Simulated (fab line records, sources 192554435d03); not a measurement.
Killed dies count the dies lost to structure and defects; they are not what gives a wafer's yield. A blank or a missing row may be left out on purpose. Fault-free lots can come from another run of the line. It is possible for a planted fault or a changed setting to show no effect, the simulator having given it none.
Which tool was responsible? ; flow n5-finfet ; 29 wafers from 10 lots sampled at 5 of the route's 1938 steps

WHAT THE GAUGES SHOWED, per wafer
N5_BEOL_M4_INSPECT_13: inspects for defects (brightfield).
lot;measured;on;raw-defect-count
L522;day 7 22:22;defect-inspect-01;361 244 304
L524;day 7 23:10;defect-inspect-01;535 490 349
L523;day 8 07:40;defect-inspect-02;493 517 688
L525;day 8 14:57;defect-inspect-01;634 497 337
L527;day 8 22:04;defect-inspect-02;431 473 507
L529;day 9 18:13;defect-inspect-01;312 293
L535;day 11 00:35;defect-inspect-01;476 504 617
L539;day 12 02:07;defect-inspect-01;285 386 405
L541;day 12 21:20;defect-inspect-01;359 335 502
L543;day 13 05:33;defect-inspect-01;440 513 419

N5_BEOL_M4_RC_MEAS_101.
lot;measured;on;DIBL_N (mV/V);DIBL_P (mV/V);IOFF_N (nA/um);IOFF_P (nA/um);ION_N (uA/um);ION_P (uA/um);SS_N (mV/dec);SS_P (mV/dec);VT_N (mV);VT_P (mV)
L522;day 8 13:32;prober-01;38.2 37.7 39.7;38.3 36.9 38.2;0.174 0.154 0.195;0.251 0.215 0.248;683 675 675;471 464 465;72.4 72.0 72.0;73.7 73.3 73.9;248.6 250.5 248.5;-245.4 -246.7 -249.7
L524;day 8 15:43;prober-02;37.4 37.2 37.6;37.7 36.4 37.6;0.176 0.156 0.172;0.234 0.216 0.230;681 669 673;472 460 465;71.2 71.7 71.4;74.2 74.4 73.6;245.6 251.1 246.3;-246.2 -246.7 -246.6
L523;day 8 18:29;prober-01;34.7 35.4 35.9;35.4 35.5 36.0;0.147 0.154 0.162;0.193 0.193 0.212;674 673 676;461 457 463;70.8 71.6 71.6;72.1 73.2 72.9;249.7 250.8 249.0;-250.8 -250.3 -249.7
L525;day 8 21:04;prober-02;37.4 35.2 37.5;38.7 35.6 38.4;0.190 0.150 0.201;0.217 0.176 0.208;691 671 688;466 457 466;71.3 70.5 71.4;72.6 72.5 72.7;247.0 248.2 245.2;-251.9 -253.0 -251.5
L527;day 9 13:05;prober-01;38.6 38.2 37.8;37.1 37.4 35.5;0.156 0.152 0.137;0.234 0.229 0.201;668 673 674;467 469 461;71.9 71.0 71.8;73.6 73.6 73.1;252.9 249.7 253.1;-250.9 -249.4 -250.7
L529;day 10 01:46;prober-01;35.9 36.6;37.6 37.9;0.178 0.185;0.229 0.239;687 675;463 461;71.1 70.8;73.7 73.7;248.4 243.7;-251.9 -249.4
L535;day 11 09:58;prober-01;36.1 36.5 36.4;35.9 35.2 35.9;0.178 0.171 0.180;0.230 0.226 0.238;679 679 681;475 467 464;72.0 71.3 71.5;74.0 73.6 73.9;245.3 245.6 246.9;-247.7 -244.8 -247.4
L539;day 12 19:37;prober-02;35.0 35.2 38.0;34.3 34.6 37.7;0.146 0.144 0.191;0.194 0.202 0.251;679 667 679;467 462 467;70.6 70.2 70.8;72.6 72.6 73.4;249.2 249.8 243.9;-249.9 -249.2 -248.9
L541;day 13 08:55;prober-02;36.2 33.3 35.4;37.0 34.4 36.0;0.155 0.112 0.134;0.210 0.168 0.185;681 667 676;465 460 465;71.0 70.5 71.1;72.6 72.3 72.1;248.7 252.3 250.8;-248.2 -251.6 -252.4
L543;day 13 20:19;prober-01;36.9 36.1 37.2;37.2 36.4 37.9;0.179 0.162 0.189;0.233 0.231 0.242;680 683 687;468 469 471;71.7 71.4 72.7;73.4 74.0 74.3;249.0 249.9 247.6;-246.6 -250.1 -248.8

TOOL THAT RAN EACH LOT (tool first, then ch and the chambers of the sampled wafers, then the start)
lot;N5_BEOL_M3_ANNEAL_91;N5_BEOL_M3_CO_CAP_55;N5_BEOL_M4_ETCH_63
L522;pvd-sputter-03, day 7 17:56;cvd-co-02 ch 0,2, day 7 19:24;rie-diel-06 ch 1,3, day 7 22:28
L524;pvd-sputter-02, day 7 20:32;cvd-co-02 ch 0,2, day 7 21:59;rie-diel-05 ch 0,1,3, day 7 23:15
L523;pvd-sputter-03, day 8 00:11;cvd-co-01 ch 0,1, day 8 02:43;rie-diel-05 ch 0,3, day 8 07:46
L525;pvd-sputter-03, day 8 10:33;cvd-co-01 ch 1,2, day 8 12:00;rie-diel-05 ch 0,1,2, day 8 15:31
L527;pvd-sputter-01, day 8 19:07;cvd-co-01 ch 0,1,2, day 8 20:33;rie-diel-05 ch 0,1, day 8 22:09
L529;pvd-sputter-01, day 9 14:57;cvd-co-02 ch 1,2, day 9 16:28;rie-diel-05 ch 0,1, day 9 18:24
L535;pvd-sputter-02, day 10 21:59;cvd-co-02 ch 0,1,2, day 10 23:26;rie-diel-04 ch 0,1, day 11 00:40
L539;pvd-sputter-03, day 11 23:35;cvd-co-01 ch 1,2, day 12 01:02;rie-diel-06 ch 2,3, day 12 02:18
L541;pvd-sputter-02, day 12 18:10;cvd-co-01 ch 0,1,2, day 12 19:37;rie-diel-04 ch 0,1,2, day 12 21:46
L543;pvd-sputter-03, day 13 02:25;cvd-co-02 ch 0,2, day 13 03:51;rie-diel-04 ch 0,1, day 13 05:38
- N5_BEOL_M3_ANNEAL_91: time 240 s.
- N5_BEOL_M3_CO_CAP_55: material Co, precursor CCTBA/H2, target thk 2 nm, time 102.1 s.
- N5_BEOL_M4_ETCH_63: etches SiARC in CF4, target depth 15.6 nm, time 26 s.

WHAT THE TOOLS THEMSELVES READ (means of the sampled wafers that have a number; where no wafer has one, the mark that the record gives instead)
N5_BEOL_M3_ANNEAL_91.
lot;tool;heater-power-w (W)
L522;pvd-sputter-03;819
L524;pvd-sputter-02;822
L523;pvd-sputter-03;835
L525;pvd-sputter-03;847
L527;pvd-sputter-01;839
L529;pvd-sputter-01;908
L535;pvd-sputter-02;785
L539;pvd-sputter-03;881
L541;pvd-sputter-02;815
L543;pvd-sputter-03;813

N5_BEOL_M3_CO_CAP_55.
lot;tool;heater-power-w (W)
L522;cvd-co-02;234
L524;cvd-co-02;256
L523;cvd-co-01;248
L525;cvd-co-01;236
L527;cvd-co-01;239
L529;cvd-co-02;276
L535;cvd-co-02;254
L539;cvd-co-01;234
L541;cvd-co-01;242
L543;cvd-co-02;238

N5_BEOL_M4_ETCH_63.
lot;tool;drypump-motor-current-A (A);etch-rf-on-time-s (s);oes-product-au (a.u.);rf-vpp-V (V);showerhead-plenum-p-Torr (Torr);throttle-valve-pct (%)
L522;rie-diel-06;6.5;25.9;0.63;183.4;2.11;15.41
L524;rie-diel-05;5.5;25.7;0.67;184.7;2.21;15.59
L523;rie-diel-05;5.4;26.1;0.71;185.0;2.22;15.60
L525;rie-diel-05;5.5;31.5;0.68;184.8;2.23;15.33
L527;rie-diel-05;5.4;31.7;0.63;185.3;2.24;15.46
L529;rie-diel-05;5.3;34.5;0.60;184.4;2.25;15.49
L535;rie-diel-04;5.6;26.1;0.71;184.6;2.17;15.45
L539;rie-diel-06;6.3;25.6;0.76;184.5;2.20;15.18
L541;rie-diel-04;5.8;26.0;0.68;183.5;2.16;15.55
L543;rie-diel-04;5.6;25.8;0.70;184.3;2.16;15.48

THE ANSWER, worked out from the rows above alone
Rule: the usual values come from the lots themselves. The widest of any qualifying gaps counts: lots, ordered by their means at a reading, are off when they make up no more than a third of the lots, leave a main group of 4 or more, and stand apart from it by 3 or more times the standard deviation of that group's means. If all means in a main group match to the digits the tables above print for the reading, that group is not used. Also off: a lot with no number at a reading for which 4 or more lots have one. Any other lot the step has rows for is counted as sound. The gauges are gone through in route order, then the tools' own readings, and for those a lot's mean is taken as printed above. The first step at which some lot is off is used, and at that step the reading that is off furthest; a lot without a number counts as furthest.
Off at N5_BEOL_M4_ETCH_63 (etch-rf-on-time-s): L525, L527, L529. Mean 25.9 s and standard deviation 0.18 in the main group.
A tool fits if, at that step or a process step before it, it ran every lot that is off, and no sound lot after the first of them. One candidate fits, namely rie-diel-05 at N5_BEOL_M4_ETCH_63. Its last sound lot is L523 (day 8 07:46), its first lot that is off L525 (day 8 15:31): a fault that began between those two fits.
On the lots that are off, the tool's own readings at N5_BEOL_M4_ETCH_63 differ by more than 5 times the standard deviation of the sound lots' means, which bears it out; etch-rf-on-time-s reads 32.6 s there versus 25.9 s on the sound lots.

WHAT HAD BEEN PUT IN BY THE SIMULATOR
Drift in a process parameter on rie-diel-05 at N5_BEOL_M4_ETCH_63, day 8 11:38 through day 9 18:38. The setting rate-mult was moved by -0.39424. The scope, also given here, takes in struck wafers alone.
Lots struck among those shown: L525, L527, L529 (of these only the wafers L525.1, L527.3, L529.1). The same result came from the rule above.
